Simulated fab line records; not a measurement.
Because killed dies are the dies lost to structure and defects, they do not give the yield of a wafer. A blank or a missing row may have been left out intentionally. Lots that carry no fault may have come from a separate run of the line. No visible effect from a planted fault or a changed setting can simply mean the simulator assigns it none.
What tool caused it? + flow n5_finfet + Sampling: 24 lots, 72 wafers, 5 of 1938 route steps

== WHAT THE GAUGES SHOWED, per wafer ==
N5_SD_EPI_P_CD_MEAS_09: target cd 240 nm. Usual: cd_nm at 240.0 nm, with a standard deviation of 0.76.
| lot  | measured    | on        | cd_nm (nm)        | flag |
|------|-------------|-----------|-------------------|------|
| L074 | day 3 08:23 | cd_sem-02 | 240.3 241.0 240.7 |      |
| L075 | day 3 15:47 | cd_sem-01 | 240.8 239.7 239.9 |      |
| L077 | day 4 01:14 | cd_sem-01 | 238.7 239.4 239.4 |      |
| L076 | day 4 01:44 | cd_sem-01 | 239.1 240.0 239.8 |      |
| L078 | day 4 11:41 | cd_sem-03 | 239.7 240.2 239.2 |      |
| L079 | day 4 16:18 | cd_sem-01 | 239.2 239.0 239.8 |      |
| L080 | day 4 23:40 | cd_sem-02 | 240.0 240.3 240.3 |      |
| L081 | day 5 02:55 | cd_sem-02 | 240.3 239.8 241.0 |      |
| L083 | day 5 13:31 | cd_sem-02 | 238.7 238.7 239.3 |      |
| L082 | day 5 15:34 | cd_sem-02 | 240.7 240.6 240.0 |      |
| L084 | day 5 23:02 | cd_sem-01 | 241.1 239.7 239.7 |      |
| L085 | day 6 03:14 | cd_sem-02 | 239.9 239.4 240.3 |      |
| L086 | day 6 11:00 | cd_sem-01 | 239.8 240.1 239.6 |      |
| L087 | day 6 11:47 | cd_sem-01 | 240.5 239.9 239.7 |      |
| L088 | day 6 19:58 | cd_sem-03 | 239.8 239.3 239.9 |      |
| L089 | day 6 23:02 | cd_sem-03 | 240.4 240.0 238.7 |      |
| L090 | day 7 11:19 | cd_sem-01 | 240.9 241.0 240.1 |      |
| L091 | day 7 12:42 | cd_sem-01 | 240.0 240.6 239.5 |      |
| L092 | day 7 18:31 | cd_sem-02 | 239.9 240.4 239.7 |      |
| L093 | day 7 22:58 | cd_sem-03 | 242.1 242.1 242.2 |      |
| L094 | day 8 06:47 | cd_sem-02 | 239.5 240.3 239.6 |      |
| L095 | day 8 12:04 | cd_sem-01 | 240.9 241.5 240.0 |      |
| L096 | day 8 20:11 | cd_sem-02 | 239.5 239.2 240.0 |      |
| L097 | day 9 01:07 | cd_sem-02 | 240.5 239.2 240.3 |      |

N5_SD_EPI_P_OVL_MEAS_10. Usual: SD_P_BLK_OVL typically reads -0.3 nm, with standard deviation 0.8.
| lot  | measured    | on         | SD_P_BLK_OVL (nm) | flag |
|------|-------------|------------|-------------------|------|
| L074 | day 3 08:25 | overlay-01 | 0.3 2.0 0.5       |      |
| L075 | day 3 15:48 | overlay-01 | -0.5 -1.5 -1.0    |      |
| L077 | day 4 01:16 | overlay-01 | 0.3 0.0 0.0       |      |
| L076 | day 4 01:46 | overlay-01 | -1.8 0.6 -0.9     |      |
| L078 | day 4 11:43 | overlay-01 | 0.1 0.0 0.2       |      |
| L079 | day 4 16:20 | overlay-02 | -1.0 -0.4 -0.5    |      |
| L080 | day 4 23:41 | overlay-02 | -0.1 -0.4 -0.4    |      |
| L081 | day 5 02:56 | overlay-02 | -1.3 -0.6 -1.7    |      |
| L083 | day 5 13:33 | overlay-02 | -1.3 -0.1 -0.3    |      |
| L082 | day 5 15:35 | overlay-01 | -1.2 -2.5 -0.2    |      |
| L084 | day 5 23:03 | overlay-02 | 0.7 -0.2 0.4      |      |
| L085 | day 6 03:16 | overlay-01 | -0.8 -0.8 -0.5    |      |
| L086 | day 6 11:02 | overlay-01 | -1.8 -1.8 -0.8    |      |
| L087 | day 6 11:49 | overlay-02 | -0.7 -0.2 -1.0    |      |
| L088 | day 6 19:59 | overlay-01 | 0.5 -0.1 0.3      |      |
| L089 | day 6 23:03 | overlay-02 | -0.1 -1.0 -0.1    |      |
| L090 | day 7 11:21 | overlay-02 | 1.0 1.5 1.3       |      |
| L091 | day 7 12:44 | overlay-01 | -1.6 0.0 -1.1     |      |
| L092 | day 7 18:33 | overlay-01 | 0.3 0.2 1.3       |      |
| L093 | day 7 22:59 | overlay-02 | 0.8 -0.8 -0.8     |      |
| L094 | day 8 06:49 | overlay-02 | 0.1 0.0 -0.9      |      |
| L095 | day 8 12:06 | overlay-01 | -0.3 -0.6 0.2     |      |
| L096 | day 8 20:13 | overlay-01 | 0.7 -0.4 -0.3     |      |
| L097 | day 9 01:09 | overlay-02 | -0.4 -0.6 -0.4    |      |

N5_ILD0_INSPECT_06: inspects for defects (darkfield). Usual: raw_defect_count at 33, with a standard deviation of 15.
| lot  | measured    | on                | raw_defect_count | flag |
|------|-------------|-------------------|------------------|------|
| L074 | day 3 19:29 | defect_inspect-02 | 26 30 31         |      |
| L075 | day 4 03:57 | defect_inspect-02 | 26 38 46         |      |
| L077 | day 4 13:17 | defect_inspect-02 | 45 52 37         |      |
| L076 | day 4 13:04 | defect_inspect-01 | 34 20 18         |      |
| L078 | day 4 23:16 | defect_inspect-01 | 31 30 47         |      |
| L079 | day 5 03:36 | defect_inspect-02 | 23 12 45         |      |
| L080 | day 5 11:28 | defect_inspect-02 | 54 64 56         |      |
| L081 | day 5 15:13 | defect_inspect-02 | 48 32 37         |      |
| L083 | day 6 01:40 | defect_inspect-01 | 33 18 46         |      |
| L082 | day 6 03:15 | defect_inspect-01 | 37 30 40         |      |
| L084 | day 6 09:55 | defect_inspect-02 | 27 32 73         |      |
| L085 | day 6 15:41 | defect_inspect-01 | 21 32 26         |      |
| L086 | day 6 21:57 | defect_inspect-02 | 25 39 24         |      |
| L087 | day 6 22:53 | defect_inspect-01 | 48 45 21         |      |
| L088 | day 7 07:24 | defect_inspect-02 | 21 28 35         |      |
| L089 | day 7 10:50 | defect_inspect-02 | 20 43 33         |      |
| L090 | day 7 22:37 | defect_inspect-02 | 31 44 30         |      |
| L091 | day 7 23:56 | defect_inspect-02 | 18 34 16         |      |
| L092 | day 8 05:25 | defect_inspect-02 | 30 27 46         |      |
| L093 | day 8 10:53 | defect_inspect-02 | 37 33 22         |      |
| L094 | day 8 17:36 | defect_inspect-02 | 37 44 12         |      |
| L095 | day 8 23:42 | defect_inspect-02 | 24 36 11         |      |
| L096 | day 9 07:09 | defect_inspect-02 | 32 84 29         |      |
| L097 | day 9 12:20 | defect_inspect-02 | 24 29 27         |      |

== WHAT TOOL EACH LOT RAN ON (gives the tool, then ch and the chambers of the sampled wafers, and finally the start) ==
| lot  | N5_SD_EPI_N_ETCH_35               | N5_SD_EPI_N_STRIP_38                |
|------|-----------------------------------|-------------------------------------|
| L074 | rie_diel-06 ch 0,1,2, day 3 03:01 | plasma_asher-01 ch 0,1, day 3 03:42 |
| L075 | rie_diel-01 ch 0,1,3, day 3 11:17 | plasma_asher-02 ch 0,1, day 3 11:59 |
| L077 | rie_diel-06 ch 0,1,2, day 3 19:56 | plasma_asher-02 ch 0,1, day 3 20:41 |
| L076 | rie_diel-03 ch 0,1,2, day 3 20:59 | plasma_asher-02 ch 0,1, day 3 21:41 |
| L078 | rie_diel-06 ch 0,2,3, day 4 07:26 | plasma_asher-02 ch 0, day 4 08:08   |
| L079 | rie_diel-01 ch 0,1,2, day 4 11:10 | plasma_asher-01 ch 1, day 4 11:51   |
| L080 | rie_diel-03 ch 1,2,3, day 4 19:06 | plasma_asher-02 ch 0,1, day 4 19:47 |
| L081 | rie_diel-06 ch 0,1,3, day 4 20:47 | plasma_asher-02 ch 0,1, day 4 21:29 |
| L083 | rie_diel-01 ch 0,3, day 5 08:32   | plasma_asher-01 ch 0,1, day 5 09:14 |
| L082 | rie_diel-06 ch 0,1,2, day 5 10:42 | plasma_asher-02 ch 0,1, day 5 11:23 |
| L084 | rie_diel-01 ch 0,1,2, day 5 18:53 | plasma_asher-02 ch 0,1, day 5 19:37 |
| L085 | rie_diel-03 ch 1,3, day 5 22:56   | plasma_asher-01 ch 0,1, day 5 23:42 |
| L086 | rie_diel-03 ch 2,3, day 6 06:00   | plasma_asher-02 ch 0,1, day 6 06:42 |
| L087 | rie_diel-06 ch 0,1,2, day 6 07:39 | plasma_asher-02 ch 0,1, day 6 08:20 |
| L088 | rie_diel-03 ch 2,3, day 6 15:40   | plasma_asher-02 ch 0,1, day 6 16:23 |
| L089 | rie_diel-01 ch 1,2, day 6 18:46   | plasma_asher-02 ch 0,1, day 6 19:29 |
| L090 | rie_diel-01 ch 1,2,3, day 7 05:29 | plasma_asher-01 ch 0,1, day 7 06:12 |
| L091 | rie_diel-01 ch 0,1,3, day 7 08:28 | plasma_asher-01 ch 0,1, day 7 09:09 |
| L092 | rie_diel-01 ch 0,1,2, day 7 13:12 | plasma_asher-01 ch 0,1, day 7 13:53 |
| L093 | rie_diel-01 ch 0,2,3, day 7 18:43 | plasma_asher-02 ch 0,1, day 7 19:24 |
| L094 | rie_diel-06 ch 2,3, day 8 02:25   | plasma_asher-01 ch 0,1, day 8 03:06 |
| L095 | rie_diel-01 ch 1,2,3, day 8 07:56 | plasma_asher-01 ch 0,1, day 8 08:38 |
| L096 | rie_diel-06 ch 0,1,3, day 8 15:28 | plasma_asher-01 ch 0,1, day 8 16:09 |
| L097 | rie_diel-06 ch 0,2,3, day 8 21:00 | plasma_asher-02 ch 0,1, day 8 21:41 |
- N5_SD_EPI_N_ETCH_35: etches SOC in N2/H2, overetch 108 nm, time 486 s.
- N5_SD_EPI_N_STRIP_38: strips in N2/H2.

== AS READ BY THE TOOLS THEMSELVES (means over the sampled wafers that have a number; for cases with no such wafer, the mark the record gives instead) ==
N5_SD_EPI_N_ETCH_35. Usual: drypump_motor_current_A 5.9 A, standard deviation 0.53; n2_flow_sccm 200.0 sccm, standard deviation 0.58; oes_product_au 0.77 a.u., standard deviation 0.056; rf_vpp_V 241.2 V, standard deviation 1.4; showerhead_plenum_p_Torr 2.57 Torr, standard deviation 0.09; throttle_valve_pct 23.9 %, standard deviation 0.42.
| lot  | tool        | drypump_motor_current_A (A) | n2_flow_sccm (sccm) | oes_product_au (a.u.) | rf_vpp_V (V) | showerhead_plenum_p_Torr (Torr) | throttle_valve_pct (%) | flag |
|------|-------------|-----------------------------|---------------------|-----------------------|--------------|---------------------------------|------------------------|------|
| L074 | rie_diel-06 | 5.7                         | 199.8               | 0.80                  | 241.2        | 2.58                            | 23.6                   |      |
| L075 | rie_diel-01 | 5.6                         | 200.4               | 0.79                  | 241.0        | 2.54                            | 23.9                   |      |
| L077 | rie_diel-06 | 5.7                         | 200.0               | 0.78                  | 240.8        | 2.58                            | 23.6                   |      |
| L076 | rie_diel-03 | 6.0                         | 200.0               | 0.69                  | 241.0        | 2.54                            | 24.1                   |      |
| L078 | rie_diel-06 | 6.1                         | 199.3               | 0.78                  | 241.0        | 2.62                            | 23.6                   |      |
| L079 | rie_diel-01 | 5.8                         | 199.9               | 0.82                  | 240.9        | 2.55                            | 23.8                   |      |
| L080 | rie_diel-03 | 5.9                         | 199.6               | 0.75                  | 241.8        | 2.58                            | 24.2                   |      |
| L081 | rie_diel-06 | 6.3                         | 200.7               | 0.83                  | 242.2        | 2.67                            | 23.6                   |      |
| L083 | rie_diel-01 | 5.4                         | 200.6               | 0.76                  | 241.3        | 2.57                            | 24.0                   |      |
| L082 | rie_diel-06 | 5.7                         | 199.8               | 0.76                  | 241.1        | 2.57                            | 23.6                   |      |
| L084 | rie_diel-01 | 5.9                         | 199.9               | 0.80                  | 240.9        | 2.54                            | 23.8                   |      |
| L085 | rie_diel-03 | 5.7                         | 200.5               | 0.76                  | 242.2        | 2.66                            | 24.5                   |      |
| L086 | rie_diel-03 | 5.6                         | 199.8               | 0.73                  | 240.7        | 2.53                            | 23.9                   |      |
| L087 | rie_diel-06 | 5.7                         | 199.4               | 0.75                  | 242.3        | 2.57                            | 23.6                   |      |
| L088 | rie_diel-03 | 5.6                         | 200.4               | 0.73                  | 241.0        | 2.53                            | 23.9                   |      |
| L089 | rie_diel-01 | 6.1                         | 199.7               | 0.79                  | 240.0        | 2.51                            | 24.1                   |      |
| L090 | rie_diel-01 | 5.9                         | 200.1               | 0.77                  | 240.9        | 2.54                            | 24.2                   |      |
| L091 | rie_diel-01 | 5.6                         | 199.8               | 0.75                  | 239.5        | 2.53                            | 24.0                   |      |
| L092 | rie_diel-01 | 5.8                         | 200.4               | 0.78                  | 240.2        | 2.54                            | 23.8                   |      |
| L093 | rie_diel-01 | 5.7                         | 199.7               | 0.76                  | 241.4        | 2.57                            | 24.0                   |      |
| L094 | rie_diel-06 | 5.7                         | 199.5               | 0.70                  | 240.2        | 2.52                            | 23.9                   |      |
| L095 | rie_diel-01 | 5.9                         | 199.9               | 0.76                  | 240.9        | 2.53                            | 24.2                   |      |
| L096 | rie_diel-06 | 6.3                         | 199.9               | 0.78                  | 242.8        | 2.65                            | 23.7                   |      |
| L097 | rie_diel-06 | 6.1                         | 199.9               | 0.73                  | 241.5        | 2.60                            | 23.7                   |      |

N5_SD_EPI_N_STRIP_38. Usual: drypump_motor_current_A 5.17 A, standard deviation 0.26; heater_power_w 322 W, standard deviation 36; n2_flow_sccm 1750 sccm, standard deviation 5; oes_product_au 0.763 a.u., standard deviation 0.012.
| lot  | tool            | drypump_motor_current_A (A) | heater_power_w (W) | n2_flow_sccm (sccm) | oes_product_au (a.u.) | flag |
|------|-----------------|-----------------------------|--------------------|---------------------|-----------------------|------|
| L074 | plasma_asher-01 | 5.20                        | 322                | 1751                | 0.755                 |      |
| L075 | plasma_asher-02 | 5.04                        | 302                | 1748                | 0.756                 |      |
| L077 | plasma_asher-02 | 5.16                        | 333                | 1752                | 0.762                 |      |
| L076 | plasma_asher-02 | 5.17                        | 324                | 1747                | 0.770                 |      |
| L078 | plasma_asher-02 | 5.29                        | 351                | 1747                | 0.753                 |      |
| L079 | plasma_asher-01 | 4.98                        | 299                | 1750                | 0.772                 |      |
| L080 | plasma_asher-02 | 5.16                        | 325                | 1744                | 0.754                 |      |
| L081 | plasma_asher-02 | 5.14                        | 324                | 1747                | 0.770                 |      |
| L083 | plasma_asher-01 | 5.23                        | 320                | 1754                | 0.772                 |      |
| L082 | plasma_asher-02 | 5.14                        | 331                | 1750                | 0.773                 |      |
| L084 | plasma_asher-02 | 5.02                        | 301                | 1755                | 0.764                 |      |
| L085 | plasma_asher-01 | 5.40                        | 338                | 1749                | 0.752                 |      |
| L086 | plasma_asher-02 | 5.14                        | 331                | 1751                | 0.770                 |      |
| L087 | plasma_asher-02 | 5.15                        | 326                | 1749                | 0.760                 |      |
| L088 | plasma_asher-02 | 5.01                        | 301                | 1752                | 0.757                 |      |
| L089 | plasma_asher-02 | 5.02                        | 303                | 1749                | 0.756                 |      |
| L090 | plasma_asher-01 | 5.20                        | 317                | 1751                | 0.771                 |      |
| L091 | plasma_asher-01 | 5.39                        | 338                | 1754                | 0.745                 |      |
| L092 | plasma_asher-01 | 5.37                        | 340                | 1756                | 0.770                 |      |
| L093 | plasma_asher-02 | 5.02                        | 302                | 1747                | 0.763                 |      |
| L094 | plasma_asher-01 | 5.18                        | 316                | 1754                | 0.760                 |      |
| L095 | plasma_asher-01 | 5.19                        | 324                | 1749                | 0.766                 |      |
| L096 | plasma_asher-01 | 5.20                        | 317                | 1748                | 0.765                 |      |
| L097 | plasma_asher-02 | 5.16                        | 326                | 1748                | 0.749                 |      |

== THE ANSWER, worked out from the rows above alone ==
Rule: take the mean of a lot's wafers that have a number; if it is more than 3 standard deviations from the usual mean, the lot is off. A lot without any number at a reading at which 4 lots or more have one is off too. Any other lot the step has rows for is counted as sound. First the gauges in route order, then the tools' own readings, where a lot's mean is used as printed above. At the first step where some lot is off, the reading lying furthest off is the one used; lots without a number count as furthest.
None of the lots is off at any reading shown; this tells nothing.

== WHAT THE SIMULATOR HAD INSERTED ==
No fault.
